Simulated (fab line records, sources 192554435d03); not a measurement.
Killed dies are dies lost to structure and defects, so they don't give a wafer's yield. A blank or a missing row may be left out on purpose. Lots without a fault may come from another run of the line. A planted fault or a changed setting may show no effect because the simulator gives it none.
fab line records | flow n5_finfet
record lots=11 wafers=33 last_day=17
route steps=1938 shown HKMG_FIN@445 PAD_METAL@1894 PASSIVATION@1936
lots that met no fault: from a run of the same line without faults
start_h: hours from the record's first day to the start of the lot's first wafer shown | wait_h: hours since the lot's step before | " the same as in the row above | L1.1+2: a row that stands for several wafers | - no value, or no start given | * or withheld: withheld | < > ~ a bound
route shown NAME@n: a module of which the file shows steps, and the number in the route of the first | usual: mean/standard deviation of fault-free wafers | same: alike in all rows | chamber/n: place in a boat | sites: the reading at each site | _std_site: their standard deviation | _edge_site: outer sites' mean less inner sites' | radius_mm: how far each site lies from the wafer's centre | mask NAME#n: copy n | behind: the tool/chamber that last shaped the wafer | hold: why the lot was held/for how many hours/how that ended | device: the transistor (n, p or np) that didn't switch | end of line: the same wafers' tests at the end of the route | a step without rows: its recipe alone | killed: dies lost to structure and defects at the first sort, not the wafer's yield | map: a wafer's dies, x killed, . not, _ none there
set.NAME: the setting as run; set.NAME@STEP: as run at that earlier step | model.NAME: the simulator's own value behind a step, which no gauge read
steps of the route over a sample of lots; a table a step, a row a wafer
services: from which hour (start_h, from the record's first day; less than 0 if before it) a tool's chamber was out of use, for how many hours, and why
## steps
# step N5_HKMG_FIN_STRIP_89
# recipe chemistry=N2/H2 material=SOC time_s=20 power_w=500 temp_c=40 pressure_mtorr=50 rf_frequency_hz=6e+07 bias_power_w=8 h2_frac=0.5 n2_flow_sccm=300 h2_flow_sccm=300
# usual drypump_motor_current_A=5.6/0.33 oes_product_au=0.77/0.068 rf_vpp_V=54.3/0.83 showerhead_plenum_p_Torr=3.41/0.089 throttle_valve_pct=19.1/0.49
# columns lot.wafer tool chamber start_h wait_h drypump_motor_current_A oes_product_au rf_hours_counter_h rf_vpp_V showerhead_plenum_p_Torr throttle_valve_pct
L615.1 rie_diel-03 3 79.62 0.0 5.1 0.76 126 55.2 3.39 19.2
L615.4 " 1 " " 5.8 0.79 81 55.3 3.38 18.7
L615.6 " 3 " " 5.2 0.76 - 54.1 3.39 19.2
L616.2 rie_diel-03 2 84.54 0.0 6.3 0.73 169 55.3 3.33 18.6
L616.4 " 0 " " 5.3 0.69 217 55.1 3.42 18.8
L616.5 " 2 " " 6.3 0.73 - 55.4 3.33 18.6
L618.1 rie_diel-03 2 94.23 0.0 6.3 0.72 172 55.7 3.33 18.6
L618.2 " 3 " " 5.2 0.75 133 55.3 3.39 19.2
L618.4 " 1 " " 5.8 0.79 86 54.2 3.38 18.7
L619.1 rie_diel-06 3 100.64 0.0 5.1 0.75 153 56.2 3.51 20.0
L619.2 " 1 " " 5.6 0.74 200 54.8 3.45 19.3
L619.4 " 2 " " 5.5 0.86 59 55.0 3.41 18.8
L620.1 rie_diel-06 1 105.67 0.0 5.6 0.74 203 55.1 3.45 19.3
L620.4 " 3 " " 5.1 0.75 155 55.1 3.51 20.0
L620.6 " 1 " " 5.6 0.74 - 55.8 3.45 19.3
L621.2 rie_diel-06 1 112.63 0.0 5.6 0.74 206 53.1 3.44 19.3
L621.3 " 2 " " 5.5 0.85 64 54.0 3.40 18.8
L621.4 " 0 " " 5.9 0.87 53 53.2 3.27 18.4
L623.3 rie_diel-06 2 127.62 0.0 5.5 0.84 66 55.0 3.40 18.8
L623.4 " 1 " " 5.6 0.73 211 54.6 3.44 19.3
L623.6 " 0 " " 5.9 0.86 - 54.3 3.26 18.4
L625.1 rie_diel-03 1 138.30 0.0 5.8 0.77 102 52.8 3.37 18.7
L625.3 " 3 " " 5.2 0.75 149 55.6 3.38 19.2
L625.5 " 2 " " 6.3 0.71 - 52.0 3.32 18.6
L631.1 rie_diel-03 2 173.28 0.0 6.3 0.70 202 54.1 3.31 18.6
L631.5 " 1 " " 5.8 0.77 - 55.3 3.36 18.8
L631.6 " 3 " " 5.1 0.74 - 54.9 3.37 19.3
L632.1 rie_diel-03 3 177.53 0.0 5.2 0.72 162 54.1 3.37 19.3
L632.2 " 1 " " 5.8 0.76 116 54.0 3.36 18.8
L632.4 " 0 " " 5.3 0.68 246 53.8 3.41 18.9
L617.2 rie_diel-06 0 195.48 0.0 5.9 0.85 80 53.8 3.25 18.4
L617.3 " 1 " " 5.6 0.72 233 55.4 3.43 19.3
L617.5 " 3 " " 5.1 0.72 - 54.5 3.49 20.1
# step N5_PASSIVATION_PRE_CLEAN_19
# recipe gas=H2/He time_s=* temp_c=*
# usual heater_power_w=448/37
# columns lot.wafer tool chamber start_h wait_h heater_power_w
L615.1 pvd_sputter-01 - 265.61 0.0 474
L615.4 " - " " 421
L615.6 " - " " 418
L616.2 pvd_sputter-01 - 277.91 0.0 500
L616.4 " - " " 421
L616.5 " - " " 421
L618.1 pvd_sputter-01 - 286.70 0.0 410
L618.2 " - " " 450
L618.4 " - " " 485
L619.1 pvd_sputter-01 - 287.56 0.0 453
L619.2 " - " " 494
L619.4 " - " " 415
L620.1 pvd_sputter-03 - 293.33 0.0 450
L620.4 " - " " 501
L620.6 " - " " 434
L621.2 pvd_sputter-01 - 297.37 0.0 489
L621.3 " - " " 411
L621.4 " - " " 421
L623.3 pvd_sputter-01 - 308.29 0.0 422
L623.4 " - " " 431
L623.6 " - " " 423
L625.1 pvd_sputter-01 - 335.44 0.0 430
L625.3 " - " " 506
L625.5 " - " " 505
L631.1 pvd_sputter-03 - 362.15 0.0 373
L631.5 " - " " 481
L631.6 " - " " 386
L632.1 pvd_sputter-02 - 370.33 0.0 429
L632.2 " - " " 466
L632.4 " - " " 482
L617.2 pvd_sputter-03 - 402.44 0.0 381
L617.3 " - " " 459
L617.5 " - " " 469
# step N5_PASSIVATION_SPUTTER_20
# recipe material=TaN target_thk_a=500 temp_c=25 chamber_pressure_pa=0.4
# usual substrate_temp_c=25.00/0.11 throttle_valve_pct=29.4/1.3
# columns lot.wafer tool chamber start_h wait_h substrate_temp_c throttle_valve_pct
L615.1 pvd_sputter-01 - 265.65 0.0 24.90 31.5
L615.4 " - " " 25.00 28.6
L615.6 " - " " 25.19 29.3
L616.2 pvd_sputter-01 - 277.95 0.0 24.95 29.5
L616.4 " - " " 25.04 28.6
L616.5 " - " " 24.92 28.8
L618.1 pvd_sputter-01 - 286.74 0.0 25.10 28.5
L618.2 " - " " 24.92 31.7
L618.4 " - " " 25.14 29.6
L619.1 pvd_sputter-01 - 287.60 0.0 24.96 31.5
L619.2 " - " " 24.99 29.3
L619.4 " - " " 24.97 28.4
L620.1 pvd_sputter-03 - 293.37 0.0 25.14 28.0
L620.4 " - " " 25.05 29.1
L620.6 " - " " 25.12 28.2
L621.2 pvd_sputter-01 - 297.41 0.0 25.22 29.8
L621.3 " - " " 25.28 28.1
L621.4 " - " " 25.01 29.1
L623.3 pvd_sputter-01 - 308.33 0.0 24.99 28.1
L623.4 " - " " 24.92 29.1
L623.6 " - " " 25.04 28.3
L625.1 pvd_sputter-01 - 335.48 0.0 25.13 29.1
L625.3 " - " " 24.92 29.2
L625.5 " - " " 25.10 29.3
L631.1 pvd_sputter-03 - 362.19 0.0 25.00 27.3
L631.5 " - " " 25.08 31.2
L631.6 " - " " 24.95 27.1
L632.1 pvd_sputter-02 - 370.37 0.0 24.84 31.3
L632.2 " - " " 25.00 29.8
L632.4 " - " " 25.06 30.0
L617.2 pvd_sputter-03 - 402.48 0.0 24.95 27.6
L617.3 " - " " 25.06 28.2
L617.5 " - " " 25.12 31.0
# step N5_PASSIVATION_AL_DEP_21
# recipe material=Al target_thk_a=28000 temp_c=400 time_s=170 power_w=30000 chamber_pressure_pa=0.4 gas=Ar
# usual substrate_temp_c=399.99/0.26 throttle_valve_pct=29.4/1.3
# columns lot.wafer tool chamber start_h wait_h substrate_temp_c throttle_valve_pct
L615.1 pvd_sputter-01 - 265.75 0.1 399.76 31.6
L615.4 " - " " 399.90 29.0
L615.6 " - " " 399.98 29.4
L616.2 pvd_sputter-01 - 278.05 0.1 399.79 29.6
L616.4 " - " " 400.53 28.5
L616.5 " - " " 399.96 29.0
L618.1 pvd_sputter-01 - 286.84 0.1 399.83 28.4
L618.2 " - " " 399.82 31.6
L618.4 " - " " 399.87 29.6
L619.1 pvd_sputter-01 - 287.70 0.1 399.52 31.2
L619.2 " - " " 399.88 29.8
L619.4 " - " " 400.27 28.3
L620.1 pvd_sputter-03 - 293.47 0.1 400.29 28.1
L620.4 " - " " 400.38 29.0
L620.6 " - " " 399.91 28.1
L621.2 pvd_sputter-01 - 297.51 0.1 400.00 29.6
L621.3 " - " " 399.64 28.4
L621.4 " - " " 399.78 29.1
L623.3 pvd_sputter-01 - 308.43 0.1 400.45 28.2
L623.4 " - " " 399.55 29.0
L623.6 " - " " 400.05 28.0
L625.1 pvd_sputter-01 - 335.58 0.1 400.09 29.0
L625.3 " - " " 400.27 29.5
L625.5 " - " " 400.07 29.4
L631.1 pvd_sputter-03 - 362.29 0.1 399.97 27.5
L631.5 " - " " 400.19 30.6
L631.6 " - " " 400.33 27.3
L632.1 pvd_sputter-02 - 370.47 0.1 399.83 31.5
L632.2 " - " " 400.20 29.6
L632.4 " - " " 400.36 29.8
L617.2 pvd_sputter-03 - 402.58 0.1 399.84 27.4
L617.3 " - " " 400.01 28.1
L617.5 " - " " 399.84 30.6
# step N5_PASSIVATION_PROBE_49
# usual defect_limited_yield=91.0/1.3 killed_at_M0_to_M3=33/10 killed_at_M4_up=14/5.6 killed_at_contacts=12/5.8 killed_at_front_end=43/11 killed_at_other=4.1/2.8 killed_dies=106/15 killed_open=70/12 killed_short=34/7.5 sort_bin_4_leakage=0.00/0.0099 sort_bin_5_function=5.3/0.88 sort_bin_6_memory=3.3/0.64 sort_n_pass=1074/15 sort_yield_pct=91.0/1.3
# same gross_dies=1180 killed_at_back_side=0 sort_bin_8_speed[%]=0
# columns lot.wafer tool chamber start_h wait_h defect_limited_yield[%] killed_at_M0_to_M3 killed_at_M4_up killed_at_contacts killed_at_front_end killed_at_other killed_dies killed_open killed_short sort_bin_4_leakage[%] sort_bin_5_function[%] sort_bin_6_memory[%] sort_n_pass sort_yield_pct[%]
L615.1 prober-01 - 272.17 0.0 93.1 15 11 18 30 8 82 50 27 0 4.0 2.6 1098 93.1
L615.4 prober-01 - 272.32 0.2 91.4 30 21 10 34 6 101 68 29 0 5.1 3.4 1079 91.4
L615.6 prober-01 - 272.42 0.3 90.5 31 14 28 32 7 112 74 36 0 5.7 3.2 1068 90.5
L616.2 prober-02 - 283.76 0.2 91.0 36 4 9 53 4 106 63 41 0 5.3 3.3 1074 91.0
L616.4 prober-02 - 283.86 0.3 89.1 22 11 18 74 4 129 77 52 0 6.3 4.1 1051 89.1
L616.5 prober-02 - 283.91 0.4 91.9 38 10 7 38 2 95 58 37 0 4.7 3.1 1085 91.9
L618.1 prober-01 - 292.20 0.0 92.4 30 17 9 30 4 90 67 23 0 4.5 3.0 1090 92.4
L618.2 prober-01 - 292.25 0.1 91.4 36 10 7 43 5 101 68 27 0 5.7 2.5 1079 91.4
L618.4 prober-01 - 292.35 0.2 88.8 55 13 17 44 3 132 77 52 0 6.1 4.8 1048 88.8
L619.1 prober-02 - 293.17 0.0 92.2 34 13 9 35 1 92 65 26 0 5.4 2.0 1088 92.2
L619.2 prober-02 - 293.22 0.1 90.8 39 16 9 42 2 108 75 32 0 5.3 3.6 1072 90.8
L619.4 prober-02 - 293.32 0.2 90.0 56 11 9 41 1 118 74 38 0 5.5 3.8 1062 90.0
L620.1 prober-01 - 298.95 0.0 91.3 30 9 9 49 6 103 73 30 0 4.8 3.6 1077 91.3
L620.4 prober-01 - 299.10 0.2 90.2 28 15 15 51 7 116 77 39 0 5.6 3.9 1064 90.2
L620.6 prober-01 - 299.20 0.3 90.5 30 17 14 46 5 112 81 29 0 5.3 3.9 1068 90.5
L621.2 prober-02 - 303.49 0.1 89.1 22 17 20 63 7 129 79 50 0 6.4 4.1 1051 89.1
L621.3 prober-02 - 303.54 0.1 89.2 30 11 17 65 4 127 94 29 0 6.7 3.6 1053 89.2
L621.4 prober-02 - 303.59 0.2 89.6 33 12 21 49 8 123 100 22 0 5.7 4.6 1057 89.6
L623.3 prober-02 - 314.02 0.1 89.7 26 16 10 67 2 121 94 26 0 7.4 2.7 1059 89.7
L623.4 prober-02 - 314.07 0.2 91.9 23 12 15 38 8 96 62 33 0 4.9 3.0 1084 91.9
L623.6 prober-02 - 314.17 0.3 92.6 19 15 10 42 1 87 62 24 0 4.6 2.6 1093 92.6
L625.1 prober-02 - 341.31 0.0 89.2 48 12 12 51 4 127 88 38 0 6.7 3.6 1053 89.2
L625.3 prober-02 - 341.41 0.1 90.3 35 5 9 65 0 114 77 32 0 5.6 3.8 1066 90.3
L625.5 prober-02 - 341.51 0.2 91.0 23 9 11 54 9 106 68 38 0 5.8 2.9 1074 91.0
L631.1 prober-01 - 367.95 0.0 94.2 26 6 12 22 2 68 39 27 0 3.7 1.8 1112 94.2
L631.5 prober-01 - 368.15 0.2 79.7 25 11 9 186 8 239 53 33 0 11.5 4.6 941 79.7
L631.6 prober-01 - 368.20 0.3 91.2 33 16 16 32 7 104 77 27 0 4.9 3.6 1076 91.2
L632.1 prober-01 - 376.18 0.0 91.9 17 28 8 38 5 96 63 33 0 5.2 2.5 1084 91.9
L632.2 prober-01 - 376.23 0.1 79.7 17 15 10 195 2 239 62 28 0.08 12.5 4.6 940 79.7
L632.4 prober-01 - 376.33 0.2 91.4 20 21 17 42 2 102 62 38 0 4.8 3.5 1078 91.4
L617.2 prober-01 - 408.11 0.1 91.4 18 15 12 55 1 101 58 41 0 5.3 2.7 1079 91.4
L617.3 prober-01 - 408.16 0.1 89.7 23 19 14 62 3 121 77 43 0 5.8 3.9 1059 89.7
L617.5 prober-01 - 408.26 0.2 90.8 21 18 10 58 1 108 65 42 0 5.4 3.3 1072 90.8
# killed by level:class
L615.1 MOL_CONTACT_COAG:geometric_particle:open=14 BEOL_M2:geometric_particle:open=7 STI_FIN_REVEAL:geometric_particle:open=6 MIM_TOP:geometric_particle:short=5 FIN_SAQP:geometric_particle:open=4 STARTING-WAFER:geometric_particle:short=4 FIN_SAQP:geometric_particle:short=3 GATE_CUT:geometric_particle:open=3
L615.4 BEOL_M4:geometric_particle:open=13 MOL_CONTACT_COAG:geometric_particle:open=9 FIN_SAQP:geometric_particle:open=7 BEOL_M1:geometric_particle:open=7 BEOL_M2:geometric_particle:open=6 BEOL_M0_SAQP:geometric_particle:short=5 FIN_SAQP:geometric_particle:short=4 GATE_CUT:geometric_particle:short=4
L615.6 MOL_CONTACT_COAG:geometric_particle:open=23 FIN_SAQP:geometric_particle:short=8 BEOL_M1:geometric_particle:open=8 BEOL_M3:geometric_particle:open=8 BEOL_M4:geometric_particle:open=7 BEOL_M0_SAQP:geometric_particle:short=6 BEOL_M0_SAQP:geometric_particle:open=5 FIN_SAQP:geometric_particle:open=4
L616.2 STI_FIN_REVEAL:geometric_particle:open=14 BEOL_M0_SAQP:geometric_particle:short=11 BEOL_M0_SAQP:geometric_particle:open=11 FIN_SAQP:geometric_particle:open=10 FIN_SAQP:geometric_particle:short=8 MOL_CONTACT_COAG:geometric_particle:open=8 BEOL_M3:geometric_particle:open=6 STARTING-WAFER:geometric_particle:open=5
L616.4 FIN_SAQP:geometric_particle:short=24 FIN_SAQP:geometric_particle:open=22 MOL_CONTACT_COAG:geometric_particle:open=15 BEOL_M0_SAQP:geometric_particle:open=6 GATE_CUT:geometric_particle:short=5 BEOL_M0_SAQP:geometric_particle:short=5 STI_FIN_REVEAL:geometric_particle:open=4 BEOL_M3:geometric_particle:open=4
L616.5 FIN_SAQP:geometric_particle:open=14 BEOL_M0_SAQP:geometric_particle:open=13 FIN_SAQP:geometric_particle:short=11 BEOL_M0_SAQP:geometric_particle:short=10 MOL_CONTACT_COAG:geometric_particle:open=5 BEOL_M2:geometric_particle:open=4 BEOL_M0:geometric_particle:open=4 BEOL_M4:geometric_particle:open=3
L618.1 BEOL_M3:geometric_particle:open=11 BEOL_M4:geometric_particle:open=10 BEOL_M2:geometric_particle:open=8 MOL_CONTACT_COAG:geometric_particle:open=8 DUMMY_GATE:geometric_particle:open=6 STI_FIN_REVEAL:geometric_particle:open=5 ILD0:geometric_particle:short=4 BEOL_M4:geometric_particle:short=4
L618.2 BEOL_M2:geometric_particle:open=10 BEOL_M3:geometric_particle:open=10 FIN_SAQP:geometric_particle:open=8 STI_FIN_REVEAL:geometric_particle:open=8 DUMMY_GATE:geometric_particle:open=5 BEOL_M4:geometric_particle:open=5 GATE_CUT:geometric_particle:short=4 MOL_CONTACT_COAG:geometric_particle:open=4
L618.4 FIN_SAQP:geometric_particle:short=12 BEOL_M0_SAQP:geometric_particle:short=11 MOL_CONTACT_COAG:geometric_particle:open=11 BEOL_M0_SAQP:geometric_particle:open=11 FIN_SAQP:geometric_particle:open=10 BEOL_M1:geometric_particle:open=7 BEOL_M3:geometric_particle:open=7 BEOL_M2:geometric_particle:open=6
L619.1 STI_FIN_REVEAL:geometric_particle:open=14 BEOL_M0_SAQP:geometric_particle:open=8 BEOL_M2:geometric_particle:open=8 MOL_CONTACT_COAG:geometric_particle:open=7 BEOL_M0_SAQP:geometric_particle:short=7 BEOL_M1:geometric_particle:open=6 FIN_SAQP:geometric_particle:open=5 GATE_CUT:geometric_particle:short=4
L619.2 STI_FIN_REVEAL:geometric_particle:open=16 BEOL_M0_SAQP:geometric_particle:short=11 BEOL_M5:geometric_particle:open=9 BEOL_M0_SAQP:geometric_particle:open=8 MOL_CONTACT_COAG:geometric_particle:open=6 FIN_SAQP:geometric_particle:open=5 GATE_CUT:geometric_particle:short=5 BEOL_M3:geometric_particle:open=5
L619.4 BEOL_M0_SAQP:geometric_particle:short=14 BEOL_M2:geometric_particle:open=12 MOL_CONTACT_COAG:geometric_particle:open=9 BEOL_M0_SAQP:geometric_particle:open=9 STI_FIN_REVEAL:geometric_particle:open=8 FIN_SAQP:geometric_particle:open=7 FIN_SAQP:geometric_particle:short=7 BEOL_M1:geometric_particle:open=7
L620.1 STI_FIN_REVEAL:geometric_particle:open=10 FIN_SAQP:geometric_particle:open=9 GATE_CUT:geometric_particle:open=8 BEOL_M0_SAQP:geometric_particle:open=7 MOL_CONTACT_COAG:geometric_particle:open=6 BEOL_M3:geometric_particle:open=5 STARTING-WAFER:geometric_particle:open=5 FIN_SAQP:geometric_particle:short=4
L620.4 MOL_CONTACT_COAG:geometric_particle:open=15 FIN_SAQP:geometric_particle:short=12 STI_FIN_REVEAL:geometric_particle:open=10 BEOL_M0_SAQP:geometric_particle:short=9 BEOL_M3:geometric_particle:open=8 GATE_CUT:geometric_particle:open=7 BEOL_M4:geometric_particle:open=7 FIN_SAQP:geometric_particle:open=6
L620.6 FIN_SAQP:geometric_particle:open=17 STI_FIN_REVEAL:geometric_particle:open=10 BEOL_M3:geometric_particle:open=10 MOL_CONTACT_COAG:geometric_particle:open=9 FIN_SAQP:geometric_particle:short=7 BEOL_M4:geometric_particle:open=6 MOL_CONTACT_COAG:geometric_particle:short=5 BEOL_M2:geometric_particle:open=5
L621.2 STI_FIN_REVEAL:geometric_particle:open=17 MOL_CONTACT_COAG:geometric_particle:open=17 FIN_SAQP:geometric_particle:open=9 BEOL_M2:geometric_particle:open=8 FIN_SAQP:geometric_particle:short=7 BEOL_M0_SAQP:geometric_particle:short=7 BEOL_M4:geometric_particle:open=7 DUMMY_GATE:geometric_particle:open=6
L621.3 STI_FIN_REVEAL:geometric_particle:open=26 MOL_CONTACT_COAG:geometric_particle:open=13 BEOL_M2:geometric_particle:open=8 BEOL_M4:geometric_particle:open=8 BEOL_M1:geometric_particle:open=7 FIN_SAQP:geometric_particle:open=6 FIN_SAQP:geometric_particle:short=5 STI_FIN_REVEAL:geometric_particle:short=4
L621.4 STI_FIN_REVEAL:geometric_particle:open=21 MOL_CONTACT_COAG:geometric_particle:open=18 BEOL_M2:geometric_particle:open=14 BEOL_M4:geometric_particle:open=7 BEOL_M1:geometric_particle:open=6 DUMMY_GATE:geometric_particle:open=5 STI_FIN_REVEAL:geometric_particle:short=4 BEOL_M0_SAQP:geometric_particle:open=4
L623.3 FIN_SAQP:geometric_particle:open=20 STI_FIN_REVEAL:geometric_particle:open=12 BEOL_M2:geometric_particle:open=10 FIN_SAQP:geometric_particle:short=7 MOL_CONTACT_COAG:geometric_particle:open=7 BEOL_M4:geometric_particle:open=7 BEOL_M1:geometric_particle:open=6 GATE_CUT:geometric_particle:open=5
L623.4 MOL_CONTACT_COAG:geometric_particle:open=11 STI_FIN_REVEAL:geometric_particle:open=10 FIN_SAQP:geometric_particle:short=6 FIN_SAQP:geometric_particle:open=5 BEOL_M0_SAQP:geometric_particle:open=5 BEOL_M4:geometric_particle:open=5 ILD0:geometric_particle:open=4 ILD0:geometric_particle:short=4
L623.6 STI_FIN_REVEAL:geometric_particle:open=11 FIN_SAQP:geometric_particle:open=9 BEOL_M4:geometric_particle:open=9 MOL_CONTACT_COAG:geometric_particle:open=9 BEOL_M1:geometric_particle:open=7 FIN_SAQP:geometric_particle:short=4 STI_FIN_REVEAL:geometric_particle:short=4 DUMMY_GATE:geometric_particle:open=4
L625.1 BEOL_M2:geometric_particle:open=17 STI_FIN_REVEAL:geometric_particle:open=10 FIN_SAQP:geometric_particle:short=9 DUMMY_GATE:geometric_particle:open=9 MOL_CONTACT_COAG:geometric_particle:open=9 BEOL_M2:geometric_particle:short=7 BEOL_M4:geometric_particle:open=7 FIN_SAQP:geometric_particle:open=6
L625.3 FIN_SAQP:geometric_particle:open=13 STI_FIN_REVEAL:geometric_particle:open=13 BEOL_M3:geometric_particle:open=12 FIN_SAQP:geometric_particle:short=10 MOL_CONTACT_COAG:geometric_particle:open=7 DUMMY_GATE:geometric_particle:open=6 BEOL_M0_SAQP:geometric_particle:open=6 BEOL_M0_SAQP:geometric_particle:short=6
L625.5 FIN_SAQP:geometric_particle:short=14 FIN_SAQP:geometric_particle:open=11 MOL_CONTACT_COAG:geometric_particle:open=9 DUMMY_GATE:geometric_particle:open=8 BEOL_M3:geometric_particle:open=7 PASS1_CAP:geometric_particle:open=6 STI_FIN_REVEAL:geometric_particle:open=6 STARTING-WAFER:geometric_particle:short=4
L631.1 BEOL_M1:geometric_particle:open=10 MOL_CONTACT_COAG:geometric_particle:open=9 FIN_SAQP:geometric_particle:short=8 BEOL_M0_SAQP:geometric_particle:short=4 BEOL_M2:geometric_particle:open=4 FIN_SAQP:geometric_particle:open=3 MOL_CONTACT_COAG:geometric_particle:short=3 BEOL_M0_SAQP:geometric_particle:open=3
L631.5 HKMG_FIN:unspecified=152 FIN_SAQP:geometric_particle:open=9 MOL_CONTACT_COAG:geometric_particle:open=8 BEOL_M3:geometric_particle:open=7 BEOL_M2:geometric_particle:short=5 GATE_CUT:geometric_particle:short=5 BEOL_M0_SAQP:geometric_particle:short=5 BEOL_M2:geometric_particle:open=4
L631.6 MOL_CONTACT_COAG:geometric_particle:open=14 BEOL_M3:geometric_particle:open=13 DUMMY_GATE:geometric_particle:open=10 BEOL_M1:geometric_particle:open=6 STI_FIN_REVEAL:geometric_particle:open=5 BEOL_M5:geometric_particle:open=5 BEOL_M0_SAQP:geometric_particle:short=4 BEOL_M2:geometric_particle:open=4
L632.1 BEOL_M4:geometric_particle:open=12 FIN_SAQP:geometric_particle:open=8 DUMMY_GATE:geometric_particle:open=8 FIN_SAQP:geometric_particle:short=7 MOL_CONTACT_COAG:geometric_particle:open=6 BEOL_M5:geometric_particle:open=6 BEOL_M0_SAQP:geometric_particle:short=5 BEOL_M4:geometric_particle:short=5
L632.2 HKMG_FIN:unspecified=148 STI_FIN_REVEAL:geometric_particle:open=10 BEOL_M4:geometric_particle:open=9 FIN_SAQP:geometric_particle:open=7 FIN_SAQP:geometric_particle:short=5 MOL_CONTACT_COAG:geometric_particle:open=5 DUMMY_GATE:geometric_particle:open=4 ILD0:geometric_particle:short=4
L632.4 BEOL_M4:geometric_particle:open=12 FIN_SAQP:geometric_particle:short=10 MOL_CONTACT_COAG:geometric_particle:open=10 BEOL_M2:geometric_particle:open=9 FIN_SAQP:geometric_particle:open=7 MOL_CONTACT_COAG:geometric_particle:short=6 STARTING-WAFER:geometric_particle:short=5 DUMMY_GATE:geometric_particle:short=4
L617.2 FIN_SAQP:geometric_particle:open=14 FIN_SAQP:geometric_particle:short=13 MOL_CONTACT_COAG:geometric_particle:open=7 GATE_CUT:geometric_particle:open=6 STARTING-WAFER:geometric_particle:short=5 BEOL_M0_SAQP:geometric_particle:short=5 STI_FIN_REVEAL:geometric_particle:open=4 MOL_CONTACT_COAG:geometric_particle:short=4
L617.3 STI_FIN_REVEAL:geometric_particle:open=12 FIN_SAQP:geometric_particle:open=10 MOL_CONTACT_COAG:geometric_particle:open=10 FIN_SAQP:geometric_particle:short=7 DUMMY_GATE:geometric_particle:open=7 GATE_CUT:geometric_particle:short=6 BEOL_M2:geometric_particle:open=6 BEOL_M5:geometric_particle:open=5
L617.5 FIN_SAQP:geometric_particle:short=12 MOL_CONTACT_COAG:geometric_particle:open=8 STARTING-WAFER:geometric_particle:open=8 FIN_SAQP:geometric_particle:open=7 DUMMY_GATE:geometric_particle:open=7 BEOL_M3:geometric_particle:open=6 BEOL_M0_SAQP:geometric_particle:short=5 BEOL_M4:geometric_particle:open=5
## services
# columns tool chamber start_h hours kind
pvd_sputter-01 - 58.65 1.9 repair
pvd_sputter-03 - 85.74 4.6 repair
pvd_sputter-01 - 112.84 13.6 repair
rie_diel-06 2 113.32 8.0 repair
pvd_sputter-01 - 136.42 1.1 repair
rie_diel-06 2 144.85 12.2 repair
pvd_sputter-03 - 159.89 2.5 repair
rie_diel-03 0 170.10 5.9 repair
rie_diel-03 0 190.51 - clean
rie_diel-03 0 190.51 - consumable_replace:focus_ring
rie_diel-03 0 190.51 12.7 scheduled_down
rie_diel-03 0 190.51 12.7 vent_cycle
rie_diel-06 - 232.17 14.6 pm
rie_diel-03 2 263.59 3.8 repair
pvd_sputter-02 - 302.85 7.1 repair
rie_diel-03 2 313.92 - clean
rie_diel-03 2 313.92 - consumable_replace:focus_ring
rie_diel-03 2 313.92 18.7 scheduled_down
rie_diel-03 2 313.92 18.7 vent_cycle
rie_diel-03 0 317.64 4.0 repair
pvd_sputter-01 - 320.59 12.8 repair
rie_diel-03 1 354.52 4.8 repair
rie_diel-03 - 372.66 0.1 repair
rie_diel-06 3 400.20 6.6 repair
## key
first_sign step=N5_PASSIVATION_PROBE_49 reading=killed_at_front_end direction=up sigmas=14 usual=43 struck=190
effect step=N5_PASSIVATION_PROBE_49 reading=killed_dies direction=up sigmas=8.8 usual=106 struck=239
more_kills_born_at N5_HKMG_FIN_STRIP_89@rie_diel-03=300
met_at N5_HKMG_FIN_STRIP_89
struck_lots L631,L632
struck_wafers L631.5,L632.2
not_acting_at N5_PASSIVATION_PRE_CLEAN_19,N5_PASSIVATION_SPUTTER_20,N5_PASSIVATION_AL_DEP_21
onset_between 138.30 173.28
fault kind=chamber_particle_source tool=rie_diel-03 chamber=1 onset_h=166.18 steps=N5_HKMG_FIN_STRIP_89 rate_per_visit_cm2=1.5325 end_h=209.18
